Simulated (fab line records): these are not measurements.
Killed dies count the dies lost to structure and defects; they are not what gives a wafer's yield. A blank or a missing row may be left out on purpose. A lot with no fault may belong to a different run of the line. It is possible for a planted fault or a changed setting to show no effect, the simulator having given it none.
Matching of chambers    flow n5_finfet    cmp-02 running N5_BEOL_M10_CMP_52: 4 sister chambers
The step polishes, stops on SiCOH lowk, t overpolish 7 s, target thk 140 nm. 14 wafers are shown with their chamber, then 7 later ones without.

== EACH WAFER AND ITS CHAMBER ==
wafer   chamber  motor_current_A (A)  barrier_field_endpoint_s (s)  head_pressure_psi (psi)
L122.1  1        6.2                  29.2                          1.0006
L122.3  0        6.8                  29.3                          1.0007
L122.6  2        6.1                  29.6                          1.0028
L123.1  0        6.8                  28.7                          1.0008
L123.4  1        6.5                  28.8                          1.0008
L123.5  0        6.9                  29.3                          0.9998
L124.2  3        7.5                  28.8                          1.0036
L124.3  1        6.0                  28.6                          1.0008
L124.6  1        6.3                  28.9                          0.9991
L126.1  3        7.4                  28.2                          1.0005
L126.3  1        6.7                  28.8                          0.9999
L126.5  0        7.0                  29.1                          0.9972
L127.1  0        7.1                  28.7                          1.0025
L127.5  1        6.2                  29.6                          1.0002

SIGNATURES (means of the wafers above)
reading                   chamber 0  chamber 1  chamber 2  chamber 3  scatter within a chamber
motor_current_A           6.920      6.317      6.100      7.450      0.195
barrier_field_endpoint_s  29.020     28.983     29.600     28.500     0.346
head_pressure_psi         1.000200   1.000233   1.002800   1.002050   0.00148
Rule: a wafer's distance from a chamber is the root of the sum, over the readings, of the square of ((its reading less the chamber's mean) divided by the reading's scatter). The wafer belongs to the nearest chamber; if the next one is less than 2 further off, it can't be placed. The scatter: the root of (the sum of the squares of (reading less its chamber's mean) over the shown wafers, divided by (wafers less chambers)).

== WAFERS WITH NO CHAMBER GIVEN ==
wafer   motor_current_A (A)  barrier_field_endpoint_s (s)  head_pressure_psi (psi)
L127.6  6.7                  29.2                          0.9983
L130.2  6.5                  29.7                          0.9987
L130.3  6.7                  29.5                          0.9995
L130.6  7.7                  29.9                          0.9987
L143.1  7.0                  29.8                          0.9990
L143.2  6.1                  29.5                          0.9982
L143.4  6.4                  29.8                          1.0009

== WHICH CHAMBER EACH WENT THROUGH ==
wafer   from the rows above           in truth
L127.6  can't be placed: 0 or 1       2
L130.2  can't be placed: 1 or 0 or 2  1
L130.3  can't be placed: 0 or 1 or 2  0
L130.6  can't be placed: 3 or 0       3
L143.1  can't be placed: 0 or 1       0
L143.2  can't be placed: 1 or 2       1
L143.4  can't be placed: 2 or 1 or 0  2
Correctly placed: 0 of 7. These rows do not allow placing 7 (true chamber among the candidates in 6). Number placed wrongly: 0.
